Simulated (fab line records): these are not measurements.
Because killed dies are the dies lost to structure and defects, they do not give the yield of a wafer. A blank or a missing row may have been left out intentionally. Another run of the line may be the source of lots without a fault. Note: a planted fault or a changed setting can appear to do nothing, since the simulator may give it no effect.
fab line records | flow n5-finfet
[record] lots = 24 wafers = 72 last-day = 17
route steps=1938 shown PMOS_HMC_CHANNEL_EPI@89 FIN_SAQP@98 FIN_CUT@163 STI_FIN_REVEAL@188
lots untouched by any fault: they come from a run of this same line in which no faults occurred
start-h: hours from the record's first day to the start of the lot's first wafer shown | wait-h: hours from the lot's prior step to this one | " as in the row above | L1.1+2: a single row standing in for several wafers | - no value present, or no start provided | * or withheld: withheld | < > ~ a bound
route shown NAME@n: names a module that has steps shown in the file, with the first one's number in the route | usual: the fault-free wafers' mean and standard deviation | same: alike in all rows | chamber/n: place in a boat | sites: per-site readings | _std_site: standard deviation of those values | _edge_site: inner sites' mean taken away from outer sites' mean | radius-mm: how far each site lies from the wafer's centre | mask NAME#n: copy n | behind: the most recent tool/chamber to have shaped the wafer | hold: why the lot went on hold/how many hours it stayed there/how the hold came to an end | device: which transistor (n, p or np) failed to switch | end of line: the route-end tests of the same wafers | for a step that has no rows: nothing shown but its recipe | killed: not the wafer's yield, but the dies lost to structure and defects at the first sort | map: a wafer's dies, marking killed ones x, the rest . and places with no die _
set.NAME: the setting the step ran with; set.NAME@STEP: the setting that earlier step ran with | model.NAME: the simulator's own value behind a step, which no gauge read
a sample of lots followed through the steps of the route, with each step as a table and each wafer as a row
services: from which hour (start-h, from the record's first day; less than 0 if before it) a tool's chamber was out of use, for how many hours, and why
[[steps]]
[step N5_PMOS_HMC_CHANNEL_EPI_INSPECT_30]
[recipe] inspect-instrument = darkfield mode = post-epi
[usual] raw-defect-count = 19/7.3
// columns lot.wafer tool chamber start-h wait-h raw-defect-count
L074.2 defect-inspect-01 - 20.51 0.0 27
L074.3 " - " " 13
L074.5 " - " " 20
L075.2 defect-inspect-02 - 26.34 0.0 6
L075.3 " - " " 14
L075.4 " - " " 13
L076.1 defect-inspect-02 - 32.57 0.0 17
L076.2 " - " " 18
L076.5 " - " " 19
L077.1 defect-inspect-01 - 38.74 0.0 22
L077.2 " - " " 12
L077.3 " - " " 18
L078.2 defect-inspect-02 - 44.53 0.0 12
L078.3 " - " " 28
L078.6 " - " " 12
L079.1 defect-inspect-01 - 50.92 0.0 15
L079.4 " - " " 15
L079.5 " - " " 8
L080.2 defect-inspect-02 - 56.58 0.0 22
L080.3 " - " " 9
L080.6 " - " " 15
L081.1 defect-inspect-02 - 62.04 0.0 21
L081.3 " - " " 21
L081.6 " - " " 12
L082.2 defect-inspect-02 - 68.82 0.0 15
L082.3 " - " " 40
L082.5 " - " " 21
L083.1 defect-inspect-02 - 73.92 0.0 14
L083.2 " - " " 15
L083.6 " - " " 32
L084.2 defect-inspect-01 - 80.06 0.0 27
L084.3 " - " " 28
L084.6 " - " " 34
L085.1 defect-inspect-02 - 85.96 0.0 14
L085.2 " - " " 22
L085.3 " - " " 18
L086.3 defect-inspect-01 - 91.81 0.0 11
L086.5 " - " " 20
L086.6 " - " " 14
L087.3 defect-inspect-02 - 97.97 0.0 21
L087.4 " - " " 15
L087.5 " - " " 19
L088.1 defect-inspect-01 - 103.96 0.0 21
L088.4 " - " " 21
L088.5 " - " " 14
L089.1 defect-inspect-01 - 110.25 0.0 20
L089.2 " - " " 13
L089.6 " - " " 12
L090.3 defect-inspect-02 - 116.44 0.0 26
L090.4 " - " " 24
L090.5 " - " " 17
L091.2 defect-inspect-01 - 122.07 0.0 38
L091.3 " - " " 23
L091.6 " - " " 27
L092.1 defect-inspect-01 - 128.22 0.0 20
L092.2 " - " " 11
L092.5 " - " " 16
L093.1 defect-inspect-02 - 134.94 0.0 29
L093.2 " - " " 16
L093.5 " - " " 26
L094.1 defect-inspect-02 - 140.10 0.0 37
L094.2 " - " " 16
L094.4 " - " " 32
L095.1 defect-inspect-01 - 146.12 0.0 13
L095.3 " - " " 19
L095.6 " - " " 13
L096.2 defect-inspect-01 - 152.07 0.0 13
L096.5 " - " " 18
L096.6 " - " " 12
L097.1 defect-inspect-01 - 158.35 0.0 21
L097.4 " - " " 10
L097.6 " - " " 28
[step N5_FIN_SAQP_PECVD_47]
[recipe] material = a-Si target-thk-a = 450 temp-c = 400 precursor = SiH4/He pressure-torr = 3 rf-w = 100 time-s = 36.3
[usual] heater-power-w = 806/65 rf-fwd-power-W = 99.1/0.36 showerhead-plenum-p-Torr = 5.67/0.057 throttle-valve-pct = 18.3/0.61
// columns lot.wafer tool chamber start-h wait-h heater-power-w rf-fwd-power-W showerhead-plenum-p-Torr throttle-valve-pct
L074.2 pecvd-04 1 21.49 0.0 730 99.0 5.73 18.2
L074.3 " 0 " " 748 99.7 5.60 18.3
L074.5 " 1 " " 764 99.4 5.76 18.0
L075.2 pecvd-04 0 27.01 0.0 749 99.3 5.58 18.5
L075.3 " 2 " " 744 99.0 5.60 18.2
L075.4 " 0 " " 732 99.6 5.59 18.3
L076.1 pecvd-01 0 33.24 0.0 844 97.9 5.63 19.5
L076.2 " 1 " " 842 98.6 5.66 17.8
L076.5 " 1 " " 856 99.1 5.66 17.5
L077.1 pecvd-01 0 39.48 0.0 862 99.0 5.64 19.1
L077.2 " 2 " " 812 99.8 5.68 18.0
L077.3 " 0 " " 895 98.6 5.65 19.3
L078.2 pecvd-01 0 45.21 0.0 913 98.8 5.63 19.2
L078.3 " 1 " " 885 98.3 5.66 17.8
L078.6 " 1 " " 918 98.2 5.65 17.5
L079.1 pecvd-04 0 51.61 0.0 799 99.6 5.60 18.5
L079.4 " 1 " " 751 99.2 5.74 18.1
L079.5 " 2 " " 795 99.4 5.61 18.6
L080.2 pecvd-04 1 57.25 0.0 744 99.1 5.74 18.2
L080.3 " 2 " " 775 99.2 5.62 18.2
L080.6 " 2 " " 773 99.2 5.60 18.7
L081.1 pecvd-01 0 63.50 0.0 780 99.0 5.65 18.8
L081.3 " 2 " " 836 99.1 5.68 17.8
L081.6 " 1 " " 872 98.3 5.63 17.6
L082.2 pecvd-04 0 69.49 0.0 819 99.2 5.62 18.8
L082.3 " 2 " " 751 99.3 5.61 18.2
L082.5 " 0 " " 811 99.3 5.57 18.3
L083.1 pecvd-04 2 74.59 0.0 737 99.2 5.60 18.6
L083.2 " 0 " " 696 99.1 5.60 18.4
L083.6 " 0 " " 683 99.4 5.60 18.4
L084.2 pecvd-04 0 80.72 0.0 798 99.0 5.61 18.4
L084.3 " 1 " " 724 99.1 5.75 17.9
L084.6 " 2 " " 741 99.8 5.62 18.4
L085.1 pecvd-02 2 86.78 0.0 859 98.9 5.74 18.4
L085.2 " 1 " " 836 99.5 5.63 19.5
L085.3 " 0 " " 871 99.2 5.74 17.3
L086.3 pecvd-02 2 92.48 0.0 839 99.5 5.73 18.7
L086.5 " 1 " " 816 99.4 5.64 19.4
L086.6 " 0 " " 881 99.3 5.73 16.9
L087.3 pecvd-02 0 102.28 0.1 864 99.5 5.73 17.1
L087.4 " 2 " " 804 98.9 5.75 18.5
L087.5 " 2 " " 816 98.8 5.73 18.3
L088.1 pecvd-01 1 104.62 0.0 872 99.3 5.65 17.8
L088.4 " 0 " " 788 99.4 5.63 19.2
L088.5 " 2 " " 822 99.2 5.66 17.9
L089.1 pecvd-01 1 110.94 0.0 893 98.5 5.66 17.5
L089.2 " 2 " " 856 99.1 5.67 18.1
L089.6 " 2 " " 868 99.0 5.69 17.7
L090.3 pecvd-02 0 117.88 0.1 875 99.2 5.74 17.3
L090.4 " 2 " " 840 99.5 5.74 18.6
L090.5 " 2 " " 821 99.2 5.74 18.5
L091.2 pecvd-04 2 122.93 0.0 783 99.2 5.61 18.7
L091.3 " 0 " " 745 99.4 5.61 18.5
L091.6 " 0 " " 758 99.0 5.59 18.6
L092.1 pecvd-04 2 128.90 0.0 773 99.0 5.60 18.6
L092.2 " 1 " " 660 98.6 5.75 18.0
L092.5 " 0 " " 829 98.9 5.61 18.5
L093.1 pecvd-01 1 135.65 0.0 802 98.5 5.66 18.1
L093.2 " 2 " " 840 99.6 5.69 17.9
L093.5 " 0 " " 912 98.6 5.63 19.4
L094.1 pecvd-02 0 140.77 0.0 863 98.8 5.74 17.4
L094.2 " 2 " " 931 98.8 5.72 18.4
L094.4 " 2 " " 927 99.2 5.75 18.6
L095.1 pecvd-01 1 146.91 0.0 904 98.7 5.66 17.4
L095.3 " 0 " " 838 98.5 5.65 19.3
L095.6 " 2 " " 851 99.2 5.68 18.1
L096.2 pecvd-04 1 152.73 0.0 687 99.4 5.74 18.2
L096.5 " 2 " " 777 99.3 5.60 18.6
L096.6 " 0 " " 810 99.7 5.59 18.6
L097.1 pecvd-04 2 159.84 0.0 778 98.7 5.60 18.8
L097.4 " 1 " " 741 99.1 5.75 18.2
L097.6 " 2 " " 793 98.9 5.62 18.8
[step N5_FIN_SAQP_MANDREL_ETCH_58]
[recipe] chemistry = HBr/Cl2 target = a-Si target-depth-a = 450 bt-time-s = 10 stop-on = SiNx mask-material = SiO2 over-etch-frac = 0.8 time-s = 27 pressure-mtorr = 10 icp-w = 800 bias-w = 75 HBr_flow_sccm = 150 Cl2_flow_sccm = 80 ends = end-point
[usual] drypump-motor-current-A = 5.7/0.44 oes-product-au = 0.688/0.012 rf-fwd-power-W = 794/3.5 throttle-valve-pct = 35.47/0.28
// columns lot.wafer tool chamber start-h wait-h drypump-motor-current-A oes-product-au rf-fwd-power-W rf-hours-counter-h throttle-valve-pct
L074.2 rie-si-05 3 24.64 0.0 5.9 0.688 794 64 35.58
L074.3 " 1 " " 6.4 0.672 797 62 34.97
L074.5 " 3 " " 5.9 0.697 794 - 35.56
L075.2 rie-si-04 3 30.04 0.0 5.5 0.702 796 161 35.32
L075.3 " 1 " " 5.6 0.678 797 15 35.50
L075.4 " 0 " " 6.0 0.686 794 127 36.02
L076.1 rie-si-05 1 36.18 0.0 6.4 0.663 791 62 35.00
L076.2 " 0 " " 6.4 0.690 787 4 35.46
L076.5 " 3 " " 5.9 0.683 791 - 35.56
L077.1 rie-si-06 3 42.50 0.0 5.3 0.694 799 102 35.66
L077.2 " 1 " " 4.9 0.680 791 30 35.10
L077.3 " 0 " " 5.5 0.695 790 88 35.65
L078.2 rie-si-06 3 48.16 0.0 5.3 0.693 800 102 35.69
L078.3 " 1 " " 4.9 0.689 796 30 35.10
L078.6 " 0 " " 5.5 0.702 794 - 35.64
L079.1 rie-si-06 0 55.74 0.0 5.5 0.689 796 88 35.66
L079.4 " 1 " " 4.9 0.697 796 - 35.09
L079.5 " 2 " " 4.9 0.689 799 - 35.62
L080.2 rie-si-06 1 60.13 0.0 4.9 0.694 796 30 35.09
L080.3 " 3 " " 5.3 0.703 805 102 35.68
L080.6 " 3 " " 5.3 0.694 801 - 35.67
L081.1 rie-si-06 0 66.45 0.0 5.5 0.696 796 89 35.65
L081.3 " 3 " " 5.2 0.688 794 102 35.71
L081.6 " 3 " " 5.3 0.687 794 - 35.68
L082.2 rie-si-06 3 72.49 0.0 5.3 0.702 802 102 35.68
L082.3 " 1 " " 4.9 0.687 795 30 35.10
L082.5 " 3 " " 5.3 0.693 799 - 35.66
L083.1 rie-si-04 1 77.93 0.0 5.6 0.670 794 16 35.50
L083.2 " 3 " " 5.5 0.699 796 162 35.34
L083.6 " 3 " " 5.5 0.699 795 - 35.32
L084.2 rie-si-04 0 85.10 0.0 6.1 0.695 791 128 36.02
L084.3 " 2 " " 5.7 0.684 795 153 35.26
L084.6 " 3 " " 5.5 0.710 796 - 35.31
L085.1 rie-si-05 2 90.35 0.0 5.7 0.654 796 42 35.56
L085.2 " 1 " " 6.4 0.668 789 63 34.99
L085.3 " 0 " " 6.4 0.699 790 5 35.42
L086.3 rie-si-05 2 96.32 0.0 5.7 0.664 795 42 35.54
L086.5 " 3 " " 5.9 0.688 794 - 35.56
L086.6 " 0 " " 6.3 0.699 792 - 35.41
L087.3 rie-si-05 0 106.17 0.0 6.3 0.709 788 5 35.40
L087.4 " 1 " " 6.5 0.665 792 64 34.98
L087.5 " 3 " " 5.9 0.672 787 - 35.58
L088.1 rie-si-05 2 107.74 0.0 5.7 0.668 799 42 35.54
L088.4 " 0 " " 6.3 0.706 795 5 35.43
L088.5 " 2 " " 5.7 0.675 795 - 35.53
L089.1 rie-si-05 2 114.60 0.0 5.6 0.668 798 42 35.53
L089.2 " 1 " " 6.4 0.675 792 64 34.99
L089.6 " 2 " " 5.7 0.671 797 - 35.53
L090.3 rie-si-05 0 121.25 0.0 6.3 0.709 791 6 35.42
L090.4 " 1 " " 6.4 0.671 790 64 34.98
L090.5 " 2 " " 5.7 0.676 801 - 35.52
L091.2 rie-si-06 1 126.06 0.0 5.0 0.699 795 31 35.09
L091.3 " 2 " " 4.9 0.688 791 1 34.98
L091.6 " 0 " " 5.5 0.700 796 - 35.65
L092.1 rie-si-05 1 131.73 0.0 6.4 0.685 791 64 34.98
L092.2 " 3 " " 5.9 0.683 794 66 35.58
L092.5 " 3 " " 5.9 0.692 788 - 35.58
L093.1 rie-si-04 2 138.86 0.0 5.7 0.681 798 154 35.30
L093.2 " 1 " " 5.6 0.674 791 17 35.51
L093.5 " 2 " " 5.7 0.682 798 - 35.26
L094.1 rie-si-04 1 143.64 0.0 5.6 0.676 790 17 35.49
L094.2 " 2 " " 5.7 0.667 798 154 35.29
L094.4 " 3 " " 5.5 0.696 793 163 35.33
L095.1 rie-si-04 3 150.00 0.0 5.5 0.695 795 163 35.34
L095.3 " 2 " " 5.7 0.678 795 154 35.27
L095.6 " 0 " " 6.1 0.692 790 - 36.02
L096.2 rie-si-04 2 155.74 0.0 5.7 0.688 797 154 35.27
L096.5 " 0 " " 6.1 0.687 788 - 36.01
L096.6 " 3 " " 5.5 0.700 790 - 35.32
L097.1 rie-si-04 0 162.76 0.0 6.0 0.677 796 129 36.02
L097.4 " 2 " " 5.7 0.685 802 - 35.24
L097.6 " 1 " " 5.7 0.686 791 - 35.46
[step N5_FIN_CUT_CD_MEAS_08]
[recipe] target-cd-nm = 29.1 landing-energy-ev = 500 detector = se-inlens polarity = opening
[usual] cd-nm = 29.10/0.2
// columns lot.wafer tool chamber start-h wait-h cd-nm
L074.2 cd-sem-03 0 27.01 - 29.27
L074.3 " 0 " " 29.19
L074.5 " 0 " " 29.08
L075.2 cd-sem-01 0 32.46 - 29.07
L075.3 " 0 " " 29.02
L075.4 " 0 " " 29.13
L076.1 cd-sem-03 0 38.52 - 29.19
L076.2 " 0 " " 28.98
L076.5 " 0 " " 28.92
L077.1 cd-sem-02 0 44.77 - 29.27
L077.2 " 0 " " 29.27
L077.3 " 0 " " 29.18
L078.2 cd-sem-03 0 50.54 - 28.91
L078.3 " 0 " " 29.06
L078.6 " 0 " " 29.12
L079.1 cd-sem-03 0 57.98 - 28.80
L079.4 " 0 " " 28.74
L079.5 " 0 " " 28.83
L080.2 cd-sem-03 0 62.70 - 28.93
L080.3 " 0 " " 29.08
L080.6 " 0 " " 29.11
L081.1 cd-sem-01 0 69.57 - 29.12
L081.3 " 0 " " 29.12
L081.6 " 0 " " 29.28
L082.2 cd-sem-02 0 74.86 - 28.74
L082.3 " 0 " " 29.09
L082.5 " 0 " " 29.39
L083.1 cd-sem-03 0 80.28 - 28.88
L083.2 " 0 " " 28.86
L083.6 " 0 " " 28.93
L084.2 cd-sem-01 0 87.73 - 28.95
L084.3 " 0 " " 28.85
L084.6 " 0 " " 29.41
L085.1 cd-sem-02 0 92.60 - 28.66
L085.2 " 0 " " 29.04
L085.3 " 0 " " 29.32
L086.3 cd-sem-02 0 101.24 - 29.55
L086.5 " 0 " " 29.13
L086.6 " 0 " " 29.20
L087.3 cd-sem-03 0 108.76 - 28.52
L087.4 " 0 " " 29.20
L087.5 " 0 " " 29.17
L088.1 cd-sem-01 0 110.28 - 29.46
L088.4 " 0 " " 28.67
L088.5 " 0 " " 29.11
L089.1 cd-sem-03 0 117.47 - 28.89
L089.2 " 0 " " 29.19
L089.6 " 0 " " 28.95
L090.3 cd-sem-03 0 123.69 - 29.29
L090.4 " 0 " " 29.23
L090.5 " 0 " " 29.19
L091.2 cd-sem-01 0 128.44 - 28.84
L091.3 " 0 " " 28.81
L091.6 " 0 " " 29.44
L092.1 cd-sem-03 0 134.08 - 29.02
L092.2 " 0 " " 29.03
L092.5 " 0 " " 29.21
L093.1 cd-sem-01 0 141.41 - 29.29
L093.2 " 0 " " 29.23
L093.5 " 0 " " 29.37
L094.1 cd-sem-01 0 146.16 - 28.88
L094.2 " 0 " " 29.02
L094.4 " 0 " " 29.27
L095.1 cd-sem-01 0 152.48 - 29.09
L095.3 " 0 " " 28.95
L095.6 " 0 " " 29.24
L096.2 cd-sem-03 0 158.13 - 29.28
L096.5 " 0 " " 29.52
L096.6 " 0 " " 29.10
L097.1 cd-sem-01 0 165.29 - 28.85
L097.4 " 0 " " 29.17
L097.6 " 0 " " 29.11
[step N5_FIN_CUT_CUT_ETCH_28]
[recipe] chemistry = HBr/Cl2/O2 target = Si target-depth-a = 60 mask-material = SOC time-s = 2.4 ion-energy-ev = * bias-w = * pressure-mtorr = 10 icp-w = 800 HBr_flow_sccm = 150 Cl2_flow_sccm = 80 O2_flow_sccm = 12
[usual] drypump-motor-current-A = 5.8/0.51 oes-product-au = 1.009/0.012 rf-fwd-power-W = * throttle-valve-pct = 37.01/0.27
// columns lot.wafer tool chamber start-h wait-h drypump-motor-current-A oes-product-au rf-fwd-power-W rf-hours-counter-h throttle-valve-pct
L074.2 rie-si-03 2 27.97 0.0 5.0 1.000 * 89 37.02
L074.3 " 1 " " 5.4 0.993 * 185 36.58
L074.5 " 1 " " 5.5 0.999 * - 36.58
L075.2 rie-si-02 3 33.26 0.0 6.1 1.006 * 31 36.83
L075.3 " 1 " " 5.3 0.986 * 193 37.05
L075.4 " 0 " " 5.4 1.023 * 32 36.43
L076.1 rie-si-03 2 39.33 0.0 5.0 1.013 * 89 37.01
L076.2 " 1 " " 5.4 0.998 * 185 36.56
L076.5 " 3 " " 6.2 0.996 * - 36.98
L077.1 rie-si-02 0 45.58 0.0 5.4 1.019 * 32 36.44
L077.2 " 2 " " 5.7 1.014 * 103 37.17
L077.3 " 3 " " 6.2 1.006 * 31 36.85
L078.2 rie-si-01 1 51.35 0.0 6.5 1.010 * 85 36.96
L078.3 " 2 " " 6.1 0.991 * 10 37.37
L078.6 " 0 " " 5.3 1.008 * - 36.89
L079.1 rie-si-03 1 59.13 0.0 5.4 1.007 * 186 36.58
L079.4 " 2 " " 5.0 1.008 * - 37.01
L079.5 " 1 " " 5.4 1.005 * - 36.57
L080.2 rie-si-01 3 63.51 0.0 6.7 1.024 * 30 37.35
L080.3 " 1 " " 6.5 1.006 * 85 36.98
L080.6 " 3 " " 6.6 1.022 * - 37.34
L081.1 rie-si-02 3 70.56 0.0 6.1 1.000 * 31 36.83
L081.3 " 1 " " 5.3 0.996 * 194 37.05
L081.6 " 3 " " 6.1 1.007 * - 36.84
L082.2 rie-si-01 3 75.66 0.0 6.7 1.036 * 30 37.34
L082.3 " 0 " " 5.3 1.001 * 134 36.87
L082.5 " 2 " " 6.1 1.002 * - 37.38
L083.1 rie-si-03 1 81.08 0.0 5.4 1.002 * 186 36.58
L083.2 " 2 " " 5.0 1.010 * 90 37.03
L083.6 " 1 " " 5.4 1.002 * - 36.58
L084.2 rie-si-03 1 89.32 0.0 5.4 0.997 * 187 36.59
L084.3 " 3 " " 6.2 1.021 * 0 36.99
L084.6 " 3 " " 6.2 1.029 * - 37.00
L085.1 rie-si-01 2 93.41 0.0 6.1 1.005 * 11 37.38
L085.2 " 0 " " 5.3 1.004 * 135 36.86
L085.3 " 1 " " 6.5 1.008 * 86 36.97
L086.3 rie-si-03 1 102.04 0.0 5.4 1.003 * 187 36.58
L086.5 " 3 " " 6.2 1.028 * - 36.99
L086.6 " 2 " " 5.0 0.998 * - 37.02
L087.3 rie-si-02 1 109.69 0.0 5.4 0.985 * 195 37.03
L087.4 " 2 " " 5.7 1.005 * 104 37.17
L087.5 " 2 " " 5.7 1.010 * - 37.15
L088.1 rie-si-01 3 111.08 0.0 6.6 1.032 * 30 37.32
L088.4 " 2 " " 6.1 0.996 * 11 37.38
L088.5 " 0 " " 5.3 1.001 * - 36.89
L089.1 rie-si-02 2 118.79 0.0 5.7 1.008 * 104 37.16
L089.2 " 0 " " 5.4 1.017 * 33 36.44
L089.6 " 0 " " 5.4 1.014 * - 36.44
L090.3 rie-si-01 1 124.49 0.0 6.5 1.008 * 86 36.97
L090.4 " 2 " " 6.1 1.000 * 11 37.36
L090.5 " 3 " " 6.7 1.025 * - 37.32
L091.2 rie-si-01 2 129.24 0.0 6.1 0.993 * 11 37.38
L091.3 " 0 " " 5.3 0.999 * 135 36.90
L091.6 " 3 " " 6.7 1.026 * - 37.33
L092.1 rie-si-01 3 134.90 0.0 6.7 1.031 * 31 37.34
L092.2 " 2 " " 6.1 0.988 * 11 37.39
L092.5 " 0 " " 5.3 1.004 * - 36.88
L093.1 rie-si-01 2 142.64 0.0 6.1 0.993 * 11 37.38
L093.2 " 1 " " 6.5 1.008 * 87 36.96
L093.5 " 3 " " 6.7 1.027 * - 37.32
L094.1 rie-si-03 0 146.97 0.0 5.7 1.009 * 99 37.27
L094.2 " 3 " " 6.2 1.019 * 1 37.00
L094.4 " 2 " " 5.0 1.010 * 91 37.01
L095.1 rie-si-03 3 153.28 0.0 6.2 1.031 * 1 37.00
L095.3 " 2 " " 5.0 1.008 * 91 37.00
L095.6 " 2 " " 5.1 1.010 * - 37.03
L096.2 rie-si-03 2 159.14 0.0 5.0 1.007 * 91 37.02
L096.5 " 0 " " 5.8 1.011 * - 37.26
L096.6 " 3 " " 6.2 1.035 * - 36.99
L097.1 rie-si-02 2 166.22 0.0 5.7 1.005 * 105 37.17
L097.4 " 0 " " 5.4 1.022 * 34 36.44
L097.6 " 2 " " 5.7 1.010 * - 37.15
[step N5_STI_FIN_REVEAL_THK_MEAS_05]
[usual] thk-nm = 131.8/1.3
// columns lot.wafer tool chamber start-h wait-h thk-nm
L074.2 film-metro-02 - 34.05 - 134.6
L074.3 " - " " 132.8
L074.5 " - " " 136.0
L075.2 film-metro-02 - 38.93 - 131.6
L075.3 " - " " 130.2
L075.4 " - " " 131.7
L076.1 film-metro-02 - 46.25 - 130.6
L076.2 " - " " 131.0
L076.5 " - " " 130.6
L077.1 film-metro-01 - 51.23 - 132.6
L077.2 " - " " 133.2
L077.3 " - " " 132.1
L078.2 film-metro-01 - 57.52 - 132.1
L078.3 " - " " 131.2
L078.6 " - " " 132.2
L079.1 film-metro-01 - 64.86 - 129.1
L079.4 " - " " 131.7
L079.5 " - " " 130.2
L080.2 film-metro-02 - 69.93 - 132.3
L080.3 " - " " 133.5
L080.6 " - " " 134.3
L081.1 film-metro-02 - 76.27 - 131.6
L081.3 " - " " 131.7
L081.6 " - " " 133.1
L082.2 film-metro-01 - 81.33 - 131.1
L082.3 " - " " 133.0
L082.5 " - " " 131.6
L083.1 film-metro-01 - 87.21 - 131.3
L083.2 " - " " 132.2
L083.6 " - " " 132.0
L084.2 film-metro-01 - 94.96 - 131.0
L084.3 " - " " 131.7
L084.6 " - " " 131.7
L085.1 film-metro-02 - 99.61 - 130.2
L085.2 " - " " 130.5
L085.3 " - " " 130.9
L086.3 film-metro-01 - 107.91 - 130.4
L086.5 " - " " 130.8
L086.6 " - " " 129.7
L087.3 film-metro-01 - 116.37 - 130.9
L087.4 " - " " 132.3
L087.5 " - " " 132.9
L088.1 film-metro-02 - 117.01 - 132.8
L088.4 " - " " 130.9
L088.5 " - " " 130.4
L089.1 film-metro-02 - 124.73 - 133.2
L089.2 " - " " 132.9
L089.6 " - " " 132.5
L090.3 film-metro-02 - 130.14 - 129.1
L090.4 " - " " 131.0
L090.5 " - " " 131.7
L091.2 film-metro-01 - 134.96 - 131.5
L091.3 " - " " 130.2
L091.6 " - " " 130.4
L092.1 film-metro-01 - 140.61 - 132.4
L092.2 " - " " 131.1
L092.5 " - " " 130.8
L093.1 film-metro-01 - 148.52 - 130.3
L093.2 " - " " 132.2
L093.5 " - " " 131.7
L094.1 film-metro-01 - 152.67 - 130.8
L094.2 " - " " 131.7
L094.4 " - " " 131.7
L095.1 film-metro-02 - 158.94 - 131.0
L095.3 " - " " 131.3
L095.6 " - " " 129.9
L096.2 film-metro-01 - 164.91 - 133.8
L096.5 " - " " 131.2
L096.6 " - " " 134.7
L097.1 film-metro-01 - 172.07 - 132.7
L097.4 " - " " 131.2
L097.6 " - " " 130.6
[[services]]
// columns tool chamber start-h hours kind
rie-si-04 - 28.21 0.3 repair
pecvd-01 1 36.20 5.5 scheduled-down
pecvd-01 1 42.95 - calibration
pecvd-02 2 46.63 15.7 repair
pecvd-01 0 47.89 7.9 repair
rie-si-01 3 48.04 8.9 repair
pecvd-01 2 48.73 13.4 repair
rie-si-06 3 50.66 8.2 repair
pecvd-01 0 58.84 2.1 scheduled-down
rie-si-03 3 58.88 6.8 repair
rie-si-06 2 58.89 - clean
rie-si-04 - 59.68 0.6 repair
rie-si-03 0 70.48 7.0 repair
rie-si-01 - 78.17 0.7 repair
pecvd-02 - 101.13 0.5 repair
pecvd-02 - 103.94 2.8 pm
rie-si-06 3 110.16 8.1 repair
rie-si-06 - 110.21 2.8 pm
rie-si-02 1 129.08 9.9 repair
pecvd-04 0 137.13 5.5 scheduled-down
rie-si-01 3 150.60 4.7 repair
rie-si-03 1 152.82 1.6 repair
rie-si-06 1 158.42 1.1 repair
rie-si-04 3 161.85 2.6 repair
[[key]]
fault none
